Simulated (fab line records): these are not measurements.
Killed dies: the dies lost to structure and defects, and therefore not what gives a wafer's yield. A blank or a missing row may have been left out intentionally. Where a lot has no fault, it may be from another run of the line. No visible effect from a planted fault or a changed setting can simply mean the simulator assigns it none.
Comparing a struck lot with a sound one | flow n5-finfet | 15 out of 1938 route steps
Sound: wafers L347.1, L347.5, L347.6. Wafers L354.3, L354.4, L354.6 were the ones struck. Last of all comes the cause.
Per side, at each step with rows, come the tool, then ch with its chambers, and then its first start. Under that, the readings that differ: sound wafers | struck wafers | difference of the means | sigmas: that difference in standard deviations of wafers without a fault.
alike: a reading whose means differ by less than 2 such deviations, as well as words and numbers matching on both sides. not compared: withheld readings; readings where some wafer has no value; bounds like >300 that might hide an equal value; numbers whose values overlap and for which the record gives no deviation.
A row with sigmas, a row that says differs or no value, or rows on one side alone: a step with any of these is where the two part. Numbers that have no deviation but don't overlap get no sigmas and don't part them. Lack of a reading on every wafer of one side parts them only where that side has two or more wafers.

N5_BEOL_M8_CD_MEAS_35: target cd 40 nm.
  sound: cd-sem-03 at day 13 05:05; struck: cd-sem-02 at day 15 23:07
  alike: cd-nm
N5_BEOL_M8_CURE_75: cures SiCOH lowk, time 120 s.
  sound on uv-cure-02 ch 2, day 13 05:07; struck on uv-cure-02 ch 2, day 15 23:20
  alike: lamp-power-pct, wafer_temp_C_max
then, 3 steps without rows for these wafers: N5_BEOL_M8_DEGAS_44 (time 60 s); N5_BEOL_M8_PRE_CLEAN_45 (time 30 s); N5_BEOL_M8_ALD_77 (deposits TaN, target thk 2 nm, pulse time 2 s, purge time 3 s).
N5_BEOL_M8_SURFACE_TREAT_79:
  sound: pvd-sputter-02 at day 13 06:27; struck: pvd-sputter-03 at day 16 00:26
  not compared: pressure-mtorr, throttle-valve-pct
then, 1 step without rows for these wafers: N5_BEOL_M8_CVD_78 (deposits Co from CCTBA/H2, target thk 2 nm, time 142.3 s).
N5_BEOL_M8_SPUTTER_48: material Cu, target thk 10 nm, time 1.667 s.
  sound: pvd-sputter-02 at day 13 06:52; struck: pvd-sputter-03 at day 16 01:13
  alike: susceptor-temp-C, throttle-valve-pct
then, 1 step without rows for these wafers: N5_BEOL_M8_ECD_50 (material Cu, target thk 300 nm).
N5_BEOL_M8_ANNEAL_51: time 90 s.
  sound on rtp-anneal-02 ch 0, day 13 07:05; struck on rtp-anneal-02 ch 0, day 16 01:38
  alike: anneal-temp-c, wafer_temp_C_max
N5_BEOL_M8_CMP_52: polishes, stops on SiCOH lowk, t overpolish 6.9 s, target thk 80 nm.
  sound on cmp-02 ch 0,2,3, day 13 07:29; struck on cmp-01 ch 1,3, day 16 01:51
  alike: barrier-field-endpoint-s, edge-zone-pressure-frac, motor-current-A, overpolish-run-s, time-to-endpoint-s
N5_BEOL_M8_THK_MEAS_53: measures by xrf.
  sound: film-metro-02 at day 13 07:42; struck: film-metro-02 at day 16 02:09
  alike: M8_THK
N5_BEOL_M8_PRE_CLEAN_55: time 15 s.
  sound on pecvd-01 ch 0,1,2, day 13 07:44; struck on pecvd-03 ch 0,2, day 16 02:11
  reading            | sound             | struck            | difference | sigmas
  rf-fwd-power-W (W) | 293.7 298.8 293.8 | 316.2 317.7 315.3 | +21.0      | +14
then, 1 step without rows for these wafers: N5_BEOL_M8_DEP_56 (deposits SiCN from 3MS/NH3, target thk 10 nm, time 17.5 s).
-- record jumps: 3 days separate the struck wafers' starts on either side; left off in module BEOL_M8, taken up again in module PASSIVATION, whose first shown step is the route's number 1936 --
N5_PASSIVATION_PROBE_49:
  sound: prober-02 at day 16 16:50; struck: prober-02 at day 19 01:34
  alike: defect-limited-yield, killed_at_M0_to_M3, killed_at_M4_up, killed-at-contacts, killed-at-front-end, killed-at-other, killed-dies, killed-on-rim, killed-open, killed-short, sort_bin_5_function, sort_bin_6_memory, sort-n-pass, sort-yield-pct

== WHERE THEY PART ==
Only at N5_BEOL_M8_PRE_CLEAN_55, as far as this record shows. Later steps at which nothing parts them and some readings are alike: N5_PASSIVATION_PROBE_49.

WHY: whatever the simulator had introduced
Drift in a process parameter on pecvd-03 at N5_BEOL_M8_PRE_CLEAN_55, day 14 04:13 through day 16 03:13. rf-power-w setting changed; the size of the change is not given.
